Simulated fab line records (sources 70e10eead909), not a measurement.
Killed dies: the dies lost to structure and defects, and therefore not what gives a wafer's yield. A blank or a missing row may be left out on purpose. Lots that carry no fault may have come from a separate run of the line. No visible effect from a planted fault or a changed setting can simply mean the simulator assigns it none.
Problem report in the 8D (eight disciplines) form, filled by code || flow nand harc || the parts of the form that need people (team, actions taken, sign-off) are left out

1. WHAT IS WRONG
killed at array at NHARC_END_SORT_01 reads a mean of 673 on 6 wafers of 2 lots; wafers without a fault read 55 with a standard deviation of 17. Relative to the usual mean, that is a shift of +36 standard deviations.
First seen on wafer L411.1, day 30 15:14, on prober-01. At this step, 6 wafers from 2 lots have a number in the record. Rule for "out", or "out of limits": more than 4 standard deviations from the usual mean. The rest of the wafers with a number are treated as sound.

2. WHAT THIS IS AND IS NOT
{"question": "which readings at this step", "is": "killed at array, killed dies", "is not": "killed at other, killed at periphery, killed open, killed short"}
{"question": "which lots", "is": "L407, L411", "is not": "-"}
{"question": "which wafers of those lots", "is": "all that have a number", "is not": "-"}
{"question": "read on which gauges", "is": "prober-01, prober-02", "is not": "-"}
{"question": "when", "is": "from day 30 15:14", "is not": "up to then (0 sound wafers)"}

3. THE SUSPECTS, EACH WITH WHAT RULES IT OUT
Counting: any tool at a process step up to the reading is kept as a suspect provided that every lot that is out went through it and no sound lot did after the first of them.
- the gauge at NHARC_END_SORT_01 is ruled out. The wafers that are out were read on 2 gauges (prober-01, prober-02).
- rie diel-08 at NHARC_A_STAIRCASE_HM_OPEN_463 (chemistry O2/COS): kept. It ran every lot that is out, first L407 (day 23 04:34), and no sound lot after that. NHARC_A_STAIRCASE_HM_OPEN_463: start missing for some lots; hours and lot order therefore follow NHARC_A_STAIRCASE_STRIP_316.
- rie diel-08 at NHARC_A_STAIRCASE_ETCH_315 (etches the open film in C4F8/O2/Ar, target depth 2500 nm, time 607.1 s): kept. It ran every lot that is out, first L407 (day 23 04:34), and no sound lot after that. NHARC_A_STAIRCASE_ETCH_315: start missing for some lots; hours and lot order therefore follow NHARC_A_STAIRCASE_STRIP_316.
- rie diel-08 at NHARC_A_STAIRCASE_STRIP_316 (strips in O2): kept. It ran every lot that is out, first L407 (day 23 04:34), and no sound lot after that.
- ald hk-01 at NHARC_A_STAIRCASE_ALD_415 (deposits SiO2, target thk 30 nm, pulse time 6 s, ald cycles 300): kept. It ran every lot that is out, first L407 (day 23 05:23), and no sound lot after that.
Left after counting: rie diel-08 at NHARC_A_STAIRCASE_HM_OPEN_463, rie diel-08 at NHARC_A_STAIRCASE_ETCH_315, rie diel-08 at NHARC_A_STAIRCASE_STRIP_316, ald hk-01 at NHARC_A_STAIRCASE_ALD_415.

4. THE CAUSE (what the simulator had put in)
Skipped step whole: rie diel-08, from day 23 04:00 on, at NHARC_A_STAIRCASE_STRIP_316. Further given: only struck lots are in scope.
Counting leaves 4 suspects; this tool is one of them.

5. SEQUENCE OF EFFECTS, ordered by route
One row per reading whose mean, taken over the struck wafers that have a number, lies over 3 standard deviations from the usual. Only readings for which the record gives a usual standard deviation are gone through. hours: the time from each lot's start at the first step in this table that gives one to its start at this step, as a median over the lots. sigmas: the change in usual standard deviations.
{"hours": 0, "step": "NHARC_END_SORT_01", "reading": "killed at array", "usual": 55, "on struck wafers": 673, "change": "+618", "sigmas": "+36"}
{"hours": 0, "step": "NHARC_END_SORT_01", "reading": "killed dies", "usual": 60, "on struck wafers": 677, "change": "+617", "sigmas": "+34"}
Readings that are blank on the struck wafers while sound wafers have them: chamber pressure mTorr at NHARC_A_STAIRCASE_STRIP_316; drypump motor current A at NHARC_A_STAIRCASE_STRIP_316; mfc ar sccm at NHARC_A_STAIRCASE_STRIP_316; oes product au at NHARC_A_STAIRCASE_STRIP_316; rf vpp V at NHARC_A_STAIRCASE_STRIP_316; showerhead plenum p Torr at NHARC_A_STAIRCASE_STRIP_316; throttle valve pct at NHARC_A_STAIRCASE_STRIP_316.

6. WHAT WOULD HAVE CAUGHT IT SOONER
The first out-of-limits reading at a measuring or inspecting step in this record came at day 30 15:14, 179 hours after the fault's start at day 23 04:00.
At NHARC_A_STAIRCASE_STRIP_316 the tool's readings are blank on the struck wafers, where sound wafers have them: an empty tool record is the first sign, and it was there at once.
By day 30 15:14 the whole set of lots that are out, 2 in number, had already begun NHARC_A_STAIRCASE_STRIP_316 on rie diel-08. Had the tool been put on hold then, not one of them would have been saved.
